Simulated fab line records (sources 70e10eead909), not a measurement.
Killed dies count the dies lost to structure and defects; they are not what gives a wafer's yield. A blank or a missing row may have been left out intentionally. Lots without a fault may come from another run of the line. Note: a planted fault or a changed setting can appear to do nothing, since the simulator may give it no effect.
fab line records | flow nand-harc | part 1 of 2: steps 1 to 3 of 6
record: lots: 23 wafers: 69 last-day: 24
route steps=1159 shown A_SGD_CUT@761 A_CONTACT@843
lots that met no fault: from a run of the same line without faults
start-h: start of the lot's first displayed wafer, in hours after the record's first day | wait-h: time in hours since the lot's previous step | " unchanged from the row above | L1.1+2: a single row standing in for several wafers | - no value present, or no start provided | * or withheld: withheld | < > ~ a bound
route shown NAME@n: NAME is a module with steps in the file, n the number in the route of the first one | usual: average and standard deviation across the fault-free wafers | same: alike in all rows | chamber/n: place in a boat | sites: readings site by site | _std_site: the standard deviation of these | _edge_site: mean of outer sites minus mean of inner sites | radius-mm: for every site, how far away it sits from the centre of the wafer | mask NAME#n: copy n | behind: the tool/chamber that last shaped the wafer | hold: cause of the lot's hold/its duration in hours/its outcome | device: the n, p or np transistor that did not switch | end of line: tests run on the same wafers once the route is complete | where a step has no rows: the recipe by itself | killed: dies that structure and defects cost at the first sort, which is not the same as the wafer's yield | map: per-die view of a wafer (x killed, . not killed, _ where there is no die)
set.NAME: setting as actually run; set.NAME@STEP: the setting as run at that earlier step | model.NAME: the simulator's own value behind a step, which no gauge read
route steps across a sampled set of lots; one table per step, one row per wafer
services: from which hour (start-h, from the record's first day; less than 0 if before it) a tool's chamber was out of use, for how many hours, and why
== steps ==
step: NHARC_A_SGD_CUT_DESCUM_14
recipe: time-s: 3 o2-flow-sccm: 200 ar-flow-sccm: 0 bias-power-w: 0 chemistry: O2
usual: chamber-pressure-mTorr: 60.00/0.053 drypump-motor-current-A: 5.65/0.23 oes-product-au: 0.999/0.0076 rf-vpp-V: 57.9/0.91 showerhead-plenum-p-Torr: 1.93/0.071 throttle-valve-pct: 11.313/0.009
columns lot.wafer tool chamber start-h wait-h chamber-pressure-mTorr drypump-motor-current-A oes-product-au rf-hours-counter-h rf-vpp-V showerhead-plenum-p-Torr throttle-valve-pct
L075.4 rie-diel-04 1 308.86 0.1 60.08 5.69 0.993 2 58.5 1.88 11.314
L075.1 " 2 " " 59.98 6.27 0.983 2 56.9 1.93 11.315
L075.5 " 0 " " 59.98 5.56 0.987 - 57.9 1.80 11.312
L077.4 rie-diel-06 1 322.35 0.1 60.02 5.63 1.004 4 58.2 1.93 11.314
L077.2 " 3 " " 60.04 5.56 0.993 3 56.7 1.84 11.306
L077.6 " 2 " " 59.97 5.83 0.992 - 57.6 1.98 11.311
L076.1 rie-diel-08 0 322.58 0.1 59.93 5.85 1.008 2 56.0 1.96 11.297
L076.4 " 1 " " 60.01 5.50 0.990 2 58.1 1.92 11.296
L076.6 " 0 " " 60.04 5.86 1.002 - 58.3 1.96 11.309
L080.3 rie-diel-06 2 332.37 0.1 59.97 5.82 0.989 7 58.6 1.98 11.308
L080.4 " 0 " " 60.04 5.29 1.006 7 58.7 2.03 11.303
L080.5 " 3 " " 59.99 5.56 1.008 - 58.2 1.84 11.311
L079.2 rie-diel-08 0 332.60 0.1 60.00 5.85 1.005 3 58.3 1.96 11.328
L079.6 " 2 " " 59.97 5.76 1.010 - 58.0 1.95 11.338
L079.5 " 3 " " 59.98 5.48 1.003 - 57.6 1.84 11.321
L078.1 rie-diel-06 3 332.90 0.1 59.96 5.53 1.011 4 59.1 1.84 11.330
L078.3 " 0 " " 60.06 5.29 1.005 7 58.0 2.03 11.305
L078.5 " 1 " " 60.05 5.61 1.010 - 57.8 1.93 11.309
L081.2 rie-diel-06 2 357.97 0.1 60.05 5.86 1.005 9 58.5 1.98 11.318
L081.5 " 2 " " 59.95 5.82 0.999 - 58.5 1.97 11.325
L081.6 " 3 " " 60.05 5.57 0.999 - 56.3 1.84 11.325
L082.1 rie-diel-08 0 358.36 0.1 60.01 5.81 1.006 7 58.8 1.96 11.316
L082.6 " 2 " " 60.07 5.70 0.996 - 58.4 1.95 11.318
L082.5 " 1 " " 60.07 5.52 0.995 - 55.9 1.91 11.305
L084.4 rie-diel-04 0 371.05 0.1 60.03 5.53 1.004 7 56.6 1.79 11.310
L084.1 " 1 " " 59.99 5.66 1.000 7 57.8 1.88 11.323
L084.3 " 2 " " 59.96 6.29 0.991 7 58.7 1.93 11.307
L083.3 rie-diel-06 0 371.63 0.1 60.03 5.29 0.993 11 57.8 2.03 11.300
L083.2 " 2 " " 59.98 5.87 0.993 10 58.7 1.97 11.322
L083.1 " 3 " " 59.99 5.55 1.000 8 57.4 1.84 11.306
L085.4 rie-diel-06 2 389.32 0.1 59.97 5.81 0.995 11 57.3 1.97 11.308
L085.5 " 1 " " 60.00 5.53 1.003 - 58.3 1.93 11.325
L085.6 " 2 " " 60.12 5.81 0.998 - 57.8 1.97 11.318
L086.3 rie-diel-04 3 389.57 0.1 60.06 6.01 1.007 9 58.6 2.04 11.314
L086.1 " 0 " " 60.04 5.57 1.003 9 59.4 1.79 11.318
L086.2 " 2 " " 59.92 6.26 0.982 8 57.7 1.93 11.309
L088.3 rie-diel-06 1 391.22 0.1 59.84 5.56 1.007 10 57.3 1.93 11.306
L088.6 " 0 " " 59.97 5.28 1.003 - 58.4 2.03 11.323
L088.5 " 1 " " 60.01 5.58 1.025 - 55.9 1.93 11.318
L091.1 rie-diel-06 1 402.16 0.1 60.06 5.57 1.003 11 57.1 1.93 11.321
L091.3 " 0 " " 60.02 5.28 0.988 14 58.8 2.03 11.324
L091.5 " 1 " " 59.97 5.61 1.010 - 58.0 1.93 11.307
L090.4 rie-diel-08 2 402.44 0.1 59.99 5.72 0.999 10 57.3 1.95 11.307
L090.6 " 1 " " 60.01 5.52 0.991 - 56.6 1.91 11.315
L090.5 " 2 " " 60.03 5.71 1.007 - 57.8 1.95 11.323
L087.1 rie-diel-06 2 408.33 0.1 60.06 5.84 0.984 13 57.9 1.97 11.320
L087.4 " 1 " " 60.00 5.59 0.998 - 58.9 1.93 11.300
L087.6 " 0 " " 59.95 5.31 0.992 - 58.7 2.03 11.301
L089.3 rie-diel-04 0 408.45 0.1 60.04 5.54 1.009 10 57.5 1.79 11.313
L089.1 " 3 " " 60.04 6.01 1.005 10 59.5 2.04 11.323
L089.6 " 1 " " 60.07 5.69 1.009 - 57.2 1.88 11.316
L093.1 rie-diel-04 0 415.38 0.1 60.05 5.53 0.999 12 57.7 1.79 11.316
L093.2 " 2 " " 59.99 6.26 0.996 11 57.7 1.93 11.301
L093.6 " 0 " " 59.92 5.59 0.999 - 56.3 1.79 11.304
L092.2 rie-diel-06 2 427.30 0.1 59.94 5.83 1.003 0 58.0 1.97 11.307
L092.6 " 3 " " 59.97 5.58 1.001 - 56.2 1.84 11.306
L092.5 " 0 " " 60.02 5.31 0.988 - 58.5 2.03 11.317
L096.2 rie-diel-06 0 444.12 0.1 60.12 5.31 0.991 2 58.8 2.02 11.314
L096.3 " 1 " " 60.02 5.58 0.998 1 58.3 1.93 11.295
L096.4 " 3 " " 60.03 5.57 0.990 1 57.0 1.84 11.314
L094.4 rie-diel-08 2 444.37 0.1 60.01 5.77 1.004 13 57.6 1.95 11.319
L094.3 " 0 " " 59.97 5.83 0.994 15 59.8 1.96 11.303
L094.6 " 2 " " 60.06 5.76 0.993 - 58.7 1.95 11.323
L095.1 rie-diel-06 2 444.98 0.1 60.01 5.86 0.995 1 57.4 1.97 11.312
L095.4 " 3 " " 59.97 5.56 1.001 2 59.1 1.84 11.319
L095.2 " 0 " " 59.95 5.29 0.996 2 57.7 2.02 11.295
L097.1 rie-diel-08 2 455.01 0.1 59.97 5.70 0.989 14 59.2 1.95 11.300
L097.4 " 0 " " 60.02 5.83 0.987 16 58.6 1.96 11.314
L097.5 " 3 " " 60.10 5.49 0.994 - 57.0 1.84 11.305
step: NHARC_A_SGD_CUT_ETCHBACK_24
recipe: target-depth-a: 500 over-etch-frac: 0.3 time-s: 92.857 ion-energy-ev: 120 ch3f-flow-sccm: 50 o2-flow-sccm: 30 ar-flow-sccm: 200 rf-w: 500 bias-w: 100 chemistry: CH3F/O2
usual: chamber-pressure-mTorr: 25.002/0.022 drypump-motor-current-A: 5.73/0.26 oes-product-au: 0.98/0.032 rf-vpp-V: 244.5/1.5 showerhead-plenum-p-Torr: 2.47/0.093 throttle-valve-pct: 20.662/0.009
same: over-etch-frac: 0.3
columns lot.wafer tool chamber start-h wait-h chamber-pressure-mTorr drypump-motor-current-A oes-product-au rf-hours-counter-h rf-vpp-V showerhead-plenum-p-Torr throttle-valve-pct
L075.4 rie-diel-06 1 315.06 0.1 25.013 5.59 1.00 4 244.4 2.48 20.669
L075.1 " 0 " " 24.998 5.30 0.99 6 246.2 2.60 20.672
L075.5 " 2 " " 24.973 5.89 1.00 - 245.4 2.54 20.672
L076.4 rie-diel-04 0 328.29 0.1 24.982 5.56 0.99 3 242.3 2.31 20.670
L076.1 " 2 " " 25.020 6.27 0.99 3 244.1 2.48 20.649
L076.6 " 1 " " 25.004 5.69 0.99 - 244.2 2.42 20.656
L077.4 rie-diel-08 1 328.36 0.2 25.007 5.52 1.00 3 244.9 2.46 20.655
L077.2 " 2 " " 25.009 5.73 1.00 2 243.6 2.51 20.672
L077.6 " 1 " " 25.006 5.52 1.00 - 244.1 2.46 20.656
L080.4 rie-diel-06 0 338.54 0.2 25.009 5.30 0.93 8 245.4 2.60 20.640
L080.3 " 2 " " 24.981 5.85 0.92 8 245.3 2.54 20.666
L080.5 " 0 " " 25.049 5.30 0.92 - 246.1 2.60 20.668
L078.3 rie-diel-08 3 338.54 0.2 24.992 5.50 0.97 3 243.0 2.37 20.649
L078.1 " 1 " " 25.024 5.52 0.94 3 245.0 2.46 20.691
L078.5 " 2 " " 25.019 5.71 0.96 - 246.0 2.51 20.658
L079.2 rie-diel-04 2 338.54 0.1 24.980 6.27 1.00 4 245.9 2.48 20.674
L079.6 " 1 " " 24.956 5.66 0.99 - 243.2 2.41 20.656
L079.5 " 2 " " 25.005 6.25 1.00 - 244.5 2.48 20.668
L082.1 rie-diel-04 1 364.14 0.1 25.038 5.65 0.99 7 245.7 2.41 20.674
L082.6 " 0 " " 24.980 5.62 1.00 - 241.1 2.31 20.637
L082.5 " 1 " " 24.995 5.66 1.00 - 242.3 2.41 20.661
L081.2 rie-diel-06 1 364.17 0.2 24.983 5.59 0.93 8 245.7 2.48 20.659
L081.6 " 2 " " 25.000 5.85 0.94 - 246.7 2.54 20.666
L081.5 " 3 " " 24.995 5.57 0.95 - 244.3 2.37 20.669
L084.3 rie-diel-06 2 379.36 0.1 25.002 5.84 0.98 10 246.2 2.53 20.652
L084.4 " 3 " " 24.992 5.57 1.00 8 243.1 2.37 20.666
L084.1 " 1 " " 25.037 5.58 0.98 9 244.1 2.48 20.654
L083.1 rie-diel-08 3 379.43 0.1 25.025 5.52 1.01 8 243.6 2.37 20.663
L083.2 " 0 " " 25.010 5.82 1.00 9 246.0 2.52 20.653
L083.3 " 1 " " 24.970 5.52 0.99 8 244.4 2.46 20.678
L085.5 rie-diel-06 2 396.39 0.2 25.027 5.85 0.91 - 245.3 2.53 20.664
L085.6 " 0 " " 25.013 5.30 0.92 - 246.9 2.60 20.672
L085.4 " 1 " " 25.015 5.57 0.94 - 244.6 2.48 20.673
L088.3 rie-diel-04 1 396.42 0.2 24.974 5.67 0.93 10 244.3 2.41 20.662
L088.5 " 0 " " 25.004 5.57 0.94 - 242.3 2.31 20.674
L088.6 " 1 " " 24.980 5.67 0.94 - 243.6 2.41 20.665
L086.3 rie-diel-06 2 396.45 0.2 25.021 5.84 0.99 12 245.9 2.53 20.672
L086.2 " 0 " " 24.993 5.28 0.99 13 246.2 2.60 20.663
L086.1 " 1 " " 24.975 5.62 1.01 11 245.1 2.47 20.666
L091.3 rie-diel-08 2 408.28 0.2 24.964 5.72 0.99 10 246.0 2.51 20.647
L091.1 " 3 " " 25.028 5.52 1.01 11 243.4 2.37 20.658
L091.5 " 2 " " 25.001 5.73 1.01 - 245.1 2.51 20.669
L090.4 rie-diel-04 3 408.29 0.1 24.961 6.04 1.01 10 246.9 2.61 20.665
L090.5 " 3 " " 24.977 6.04 1.00 - 246.2 2.61 20.653
L090.6 " 0 " " 25.002 5.56 1.00 - 242.9 2.31 20.669
L087.4 rie-diel-04 3 414.62 0.1 25.010 6.02 1.00 11 246.9 2.61 20.659
L087.1 " 0 " " 25.018 5.59 1.01 12 242.2 2.31 20.660
L087.6 " 0 " " 24.965 5.57 1.00 - 241.2 2.31 20.658
L089.1 rie-diel-08 0 414.63 0.2 25.027 5.81 1.00 13 244.0 2.52 20.646
L089.3 " 2 " " 25.002 5.72 0.99 10 244.2 2.51 20.650
L089.6 " 0 " " 25.005 5.84 0.99 - 246.2 2.52 20.667
L093.1 rie-diel-04 2 423.14 0.2 25.023 6.25 0.92 12 244.8 2.47 20.670
L093.2 " 1 " " 25.010 5.66 0.91 13 245.1 2.41 20.666
L093.6 " 2 " " 24.995 6.25 0.92 - 244.9 2.47 20.650
L092.2 rie-diel-04 2 433.48 0.2 24.965 6.29 0.98 12 244.6 2.47 20.654
L092.5 " 0 " " 24.995 5.57 1.00 - 241.7 2.31 20.669
L092.6 " 1 " " 24.969 5.68 0.99 - 245.3 2.41 20.659
L096.2 rie-diel-04 1 450.78 0.1 25.004 5.67 0.98 15 244.0 2.41 20.677
L096.4 " 2 " " 25.031 6.26 0.98 13 243.9 2.47 20.651
L096.3 " 3 " " 25.001 6.02 0.97 14 245.1 2.61 20.664
L094.4 rie-diel-08 2 450.78 0.1 25.008 5.72 0.93 14 245.8 2.50 20.661
L094.3 " 0 " " 24.986 5.82 0.92 16 244.2 2.51 20.668
L094.6 " 2 " " 24.973 5.72 0.93 - 245.8 2.50 20.680
L095.4 rie-diel-06 2 450.83 0.1 24.995 5.87 0.92 2 246.0 2.53 20.668
L095.1 " 0 " " 25.022 5.30 0.94 2 245.9 2.60 20.664
L095.2 " 1 " " 24.996 5.59 0.95 2 245.4 2.47 20.658
L097.1 rie-diel-04 2 460.94 0.1 24.979 6.25 1.00 14 243.3 2.47 20.658
L097.4 " 3 " " 24.976 6.05 1.00 15 245.9 2.61 20.664
L097.5 " 2 " " 25.026 6.28 1.01 - 244.4 2.47 20.651
step: NHARC_A_CONTACT_DEP_29
recipe: target-thk-a: 700 target-thk-nm: 70 temp-c: 400 pressure-torr: 3.5 flow-sccm: 200 rf-w: 350 material: SiON
usual: heater-power-w: 740/100 susceptor-temp-C: 399.98/0.2
columns lot.wafer tool chamber start-h wait-h heater-power-w susceptor-temp-C
L075.1 pecvd-03 0 366.03 1.9 661 399.92
L075.5 " 1 " " 760 399.79
L075.4 " 0 " " 675 399.95
L077.2 pecvd-04 1 380.21 1.6 821 399.94
L077.4 " 2 " " 819 399.76
L077.6 " 1 " " 817 399.67
L078.1 pecvd-01 2 381.35 1.9 691 399.95
L078.3 " 0 " " 656 399.86
L078.5 " 2 " " 692 399.68
L079.2 pecvd-03 0 385.45 1.5 659 399.88
L079.5 " 2 " " 630 399.97
L079.6 " 1 " " 757 399.47
L076.1 pecvd-01 0 385.73 1.9 644 400.10
L076.4 " 2 " " 664 400.01
L076.6 " 0 " " 644 400.13
L080.3 pecvd-01 1 389.92 1.2 849 399.91
L080.5 " 0 " " 641 400.23
L080.4 " 1 " " 828 399.94
L081.2 pecvd-04 1 416.73 1.5 904 400.03
L081.6 " 1 " " 922 399.90
L081.5 " 2 " " 895 400.29
L082.1 pecvd-01 1 417.36 1.9 730 400.00
L082.6 " 1 " " 736 400.07
L082.5 " 2 " " 628 399.90
L084.1 pecvd-03 2 424.47 1.9 692 400.05
L084.3 " 1 " " 657 400.08
L084.4 " 2 " " 727 400.05
L083.1 pecvd-03 2 428.01 1.9 699 399.61
L083.3 " 0 " " 661 400.05
L083.2 " 1 " " 795 400.22
L088.3 pecvd-04 1 443.58 1.2 866 400.00
L088.5 " 0 " " 746 400.19
L088.6 " 1 " " 862 400.12
L086.3 pecvd-04 0 444.80 1.1 833 400.28
L086.1 " 1 " " 884 400.31
L086.2 " 2 " " 899 400.12
L085.6 pecvd-04 1 447.90 0.1 854 399.98
L085.4 " 2 " " 864 400.17
L085.5 " 0 " " 768 399.74
L091.3 pecvd-04 1 456.14 1.1 908 399.80
L091.1 " 0 " " 798 400.03
L091.5 " 1 " " 901 399.81
L090.5 pecvd-01 2 456.40 0.5 629 399.94
L090.6 " 0 " " 611 400.04
L090.4 " 1 " " 861 399.98
L087.1 pecvd-03 2 460.36 1.9 670 400.23
L087.6 " 2 " " 660 400.14
L087.4 " 0 " " 645 399.57
L089.1 pecvd-04 2 461.87 1.8 913 399.84
L089.3 " 1 " " 853 400.59
L089.6 " 1 " " 865 400.49
L093.1 pecvd-01 2 471.54 1.9 631 400.06
L093.2 " 0 " " 547 399.75
L093.6 " 1 " " 748 399.66
L092.2 pecvd-01 2 494.75 1.5 650 400.10
L092.6 " 0 " " 622 399.73
L092.5 " 2 " " 651 399.89
L095.1 pecvd-03 1 498.06 1.9 746 400.23
L095.2 " 2 " " 647 399.80
L095.4 " 2 " " 639 399.55
L096.2 pecvd-04 2 498.45 1.5 778 400.00
L096.3 " 0 " " 821 400.64
L096.4 " 2 " " 800 400.12
L094.3 pecvd-01 0 507.94 1.1 639 400.22
L094.4 " 1 " " 751 400.06
L094.6 " 2 " " 634 400.06
L097.1 pecvd-03 2 509.83 1.9 704 399.92
L097.5 " 0 " " 664 399.97
L097.4 " 2 " " 709 400.15
